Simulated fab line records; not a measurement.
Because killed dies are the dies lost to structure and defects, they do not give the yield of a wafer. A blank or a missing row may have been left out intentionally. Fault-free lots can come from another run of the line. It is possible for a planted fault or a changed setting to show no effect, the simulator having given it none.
Matching of chambers -- flow n5-finfet -- 4 sister chambers for N5_BEOL_M7_ETCH_61 on rie-diel-03
The step etches SiARC in CF4, target depth 45.5 nm, time 75.8 s. 16 wafers are shown with their chamber, then 8 later ones without.

WAFERS PAIRED WITH THEIR CHAMBERS
wafer,chamber,etch-rf-on-time-s (s),throttle-valve-pct (%),showerhead-plenum-p-Torr (Torr)
L074.1,2,75.1,15.48,2.13
L074.2,3,77.2,15.75,2.04
L074.3,0,74.1,15.80,2.03
L076.1,3,76.3,15.78,2.04
L076.4,2,75.7,15.51,2.13
L076.5,3,77.1,15.78,2.04
L078.1,3,77.3,15.76,2.04
L078.5,3,77.1,15.77,2.04
L078.6,0,75.7,15.83,2.03
L087.2,0,74.5,15.35,2.28
L087.3,2,76.2,15.53,2.12
L087.5,3,78.4,15.79,2.03
L090.1,2,75.1,15.56,2.12
L090.5,1,74.2,15.77,2.10
L090.6,2,75.1,15.57,2.12
L092.1,2,75.8,15.57,2.12

SIGNATURES (averages over the wafers above)
reading,chamber 0,chamber 1,chamber 2,chamber 3,scatter within a chamber
etch-rf-on-time-s,74.767,74.200,75.500,77.233,0.63
throttle-valve-pct,15.6600,15.7700,15.5367,15.7717,0.113
showerhead-plenum-p-Torr,2.1133,2.1000,2.1233,2.0383,0.0591
Rule: for a wafer and a chamber, the distance is found by dividing, reading by reading, the gap between the wafer's reading and the chamber's mean by the reading's scatter, squaring, summing and taking the root. If the next closest chamber is less than 2 further off than the closest, the wafer can't be placed; otherwise it belongs to the closest. The scatter: the root of (the sum of the squares of (reading less its chamber's mean) over the shown wafers, divided by (wafers less chambers)).

WAFERS WHOSE CHAMBER IS MISSING
wafer,etch-rf-on-time-s (s),throttle-valve-pct (%),showerhead-plenum-p-Torr (Torr)
L092.2,74.2,15.78,2.10
L092.4,73.6,15.38,2.28
L094.2,77.2,15.82,2.03
L094.5,77.1,15.84,2.03
L094.6,74.4,15.37,2.28
L095.1,76.1,15.58,2.11
L095.2,73.9,15.78,2.10
L095.4,77.1,15.82,2.03

EACH ONE'S CHAMBER
wafer,from the rows above,in truth
L092.2,can't be placed: 1 or 0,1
L092.4,can't be placed: 0 or 2 or 1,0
L094.2,3,3
L094.5,3,3
L094.6,can't be placed: 2 or 0 or 1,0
L095.1,can't be placed: 2 or 0 or 3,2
L095.2,can't be placed: 1 or 0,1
L095.4,3,3
Correctly placed: 3 of 8. Can't be placed from these rows: 5 (the true chamber is among the candidates in 5). Number placed wrongly: 0.
